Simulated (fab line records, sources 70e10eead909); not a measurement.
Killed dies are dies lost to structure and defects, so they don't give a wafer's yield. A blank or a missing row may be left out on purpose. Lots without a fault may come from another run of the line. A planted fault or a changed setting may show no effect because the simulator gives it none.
A struck lot beside a sound one | flow nand_harc | 15 steps out of a route of 1159
Sound: wafers L152.4, L152.5, L152.6. Struck: wafers L170.4, L170.5, L170.6. The cause comes at the end.
At each step with rows: each side's tool, then ch and its chambers, then its first start. Under that, the readings that differ: sound wafers | struck wafers | difference of the means | sigmas: that difference in standard deviations of wafers without a fault.
alike: readings whose means differ by less than 2 such deviations, and words and numbers that are the same on both sides. not compared: withheld readings, readings that some wafer has no value for, bounds like >300 that may hide the same value, and numbers for which the record gives no deviation and whose values overlap.
The two part at a step that has a row with sigmas, a row that says differs or no value, or rows on one side only. Numbers that don't overlap but have no deviation are shown without sigmas and don't part them. A reading that every wafer of one side lacks parts them only if that side has two wafers or more.

first, 4 steps without rows for these wafers: NHARC_P_M1_EBR_05; NHARC_P_M1_EXPOSE_06 (exposes mask P M1, target cd 130 nm); NHARC_P_M1_PEB_07 (peb time 65 s); NHARC_P_M1_DEVELOP_08 (develop time 35 s).
NHARC_P_M1_CD_MEAS_09: target cd 130 nm.
  sound on cd_sem-03 ch 0, day 6 09:37; struck on cd_sem-01 ch 0, day 10 18:47
  alike: cd_nm
NHARC_P_M1_OVL_MEAS_10: pitch 260 nm.
  sound on overlay-01, day 6 09:41; struck on overlay-01, day 10 18:52
  reading           | sound       | struck         | difference | sigmas
  overlay_x_nm (nm) | 0.7 1.0 0.8 | -2.0 -1.7 -1.4 | -2.5       | -3
  alike: overlay_y_nm
NHARC_P_M1_INSPECT_11:
  sound on defect_inspect-02, day 6 09:44; struck on defect_inspect-02, day 10 18:55
  alike: raw_defect_count
NHARC_P_M1_DESCUM_14: chemistry O2, time 3 s.
  sound on rie_diel-05 ch 0,1, day 6 09:47; struck on rie_diel-13 ch 0,2,3, day 10 19:00
  alike: drypump_motor_current_A, oes_product_au, rf_vpp_V, showerhead_plenum_p_Torr, throttle_valve_pct
  not compared: rf_hours_counter_h
NHARC_P_M1_ETCH_35: etches the open film in N2/H2, target depth 40 nm, overetch 12 nm, time 43.94 s.
  sound on rie_diel-05 ch 0,3, day 6 09:53; struck on rie_diel-13 ch 0,2,3, day 10 19:05
  reading               | sound             | struck            | difference | sigmas
  oes_product_au (a.u.) | 1.003 0.999 0.959 | 1.032 1.016 0.998 | +0.028     | +2
  alike: bias_w, chamber_pressure_mTorr, drypump_motor_current_A, h2_flow_sccm, n2_flow_sccm, rf_vpp_V, showerhead_plenum_p_Torr, throttle_valve_pct
  not compared: rf_hours_counter_h
NHARC_P_M1_ETCH_15: etches the open film in C4F8/Ar, target depth 182.5 nm, time 91.2 s.
  sound on rie_diel-05 ch 0,3; struck on rie_diel-13 ch 0,2,3
  alike: bias_w, chamber_pressure_mTorr, oes_product_au, rf_vpp_V
  not compared: rf_hours_counter_h
NHARC_P_M1_CD_MEAS_16:
  sound on cd_sem-03, day 6 10:06; struck on cd_sem-02, day 10 19:20
  alike: cd_nm
NHARC_P_M1_STRIP_18: strips in N2/H2.
  sound on rie_diel-13 ch 0,1,3, day 6 10:16; struck on rie_diel-08 ch 0,1,2, day 10 19:26
  alike: drypump_motor_current_A, h2_flow_sccm, n2_flow_sccm, oes_product_au, rf_vpp_V, showerhead_plenum_p_Torr, throttle_valve_pct
  not compared: rf_hours_counter_h
NHARC_P_M1_ETCH_28: etches the open film in CF4/N2, target depth 30 nm, time 72.99 s.
  sound on rie_diel-13 ch 0,1,3, day 6 10:29; struck on rie_diel-08 ch 2,3, day 10 19:38
  no value came back on the struck wafers for any of 8 readings (bias_w (W), cf4_flow_sccm (sccm) and others); on the sound wafers bias_w (W) reads 99.9 100.4 100.1
  not compared: rf_hours_counter_h
then, 1 step without rows for these wafers: NHARC_P_M1_STRIP_19 (strips in post etch residue remover, time 600 s).
-- the record jumps here: 13 days lie between the struck wafers' starts before and after (it left off in module P_M1 and takes up again in module END, whose first step shown is number 1159 of the route) --
NHARC_END_SORT_01:
  sound on prober-01 ch 0, day 19 17:51; struck on prober-01 ch 0, day 24 01:10
  reading                  | sound          | struck                                                               | difference                   | sigmas
  hold                     | - - -          | await_dispo/1.8h/scrap await_dispo/1.8h/scrap await_dispo/1.8h/scrap | no value on the sound wafers |
  defect_limited_yield (%) | 96.3 96.6 95.4 | 0 0 0                                                                | -96                          | -60
  killed_at_array          | 20 20 29       | 52 42 45                                                             | +23                          | +2
  killed_at_periphery      | 5 2 2          | 625 635 632                                                          | +628                         | +99 or more
  killed_dies              | 25 23 31       | 677 677 677                                                          | +651                         | +59
  sort_bin_2_pct (%)       | 0.4 1.3 1.5    | 94.8 95.7 95.0                                                       | +94.1                        | +99 or more
  sort_n_pass              | 652 654 646    | 0 0 0                                                                | -651                         | -59
  sort_rim_yield_pct (%)   | 98.1 98.1 93.4 | 0 0 0                                                                | -97                          | -40
  sort_yield_pct (%)       | 96.3 96.6 95.4 | 0 0 0                                                                | -96                          | -60
  alike: killed_at_other, killed_open, killed_short, sort_bin_3_pct, sort_bin_4_pct

WHERE THEY PART
First at NHARC_P_M1_OVL_MEAS_10; last, within this record, at NHARC_END_SORT_01.

WHY: what the simulator had put in
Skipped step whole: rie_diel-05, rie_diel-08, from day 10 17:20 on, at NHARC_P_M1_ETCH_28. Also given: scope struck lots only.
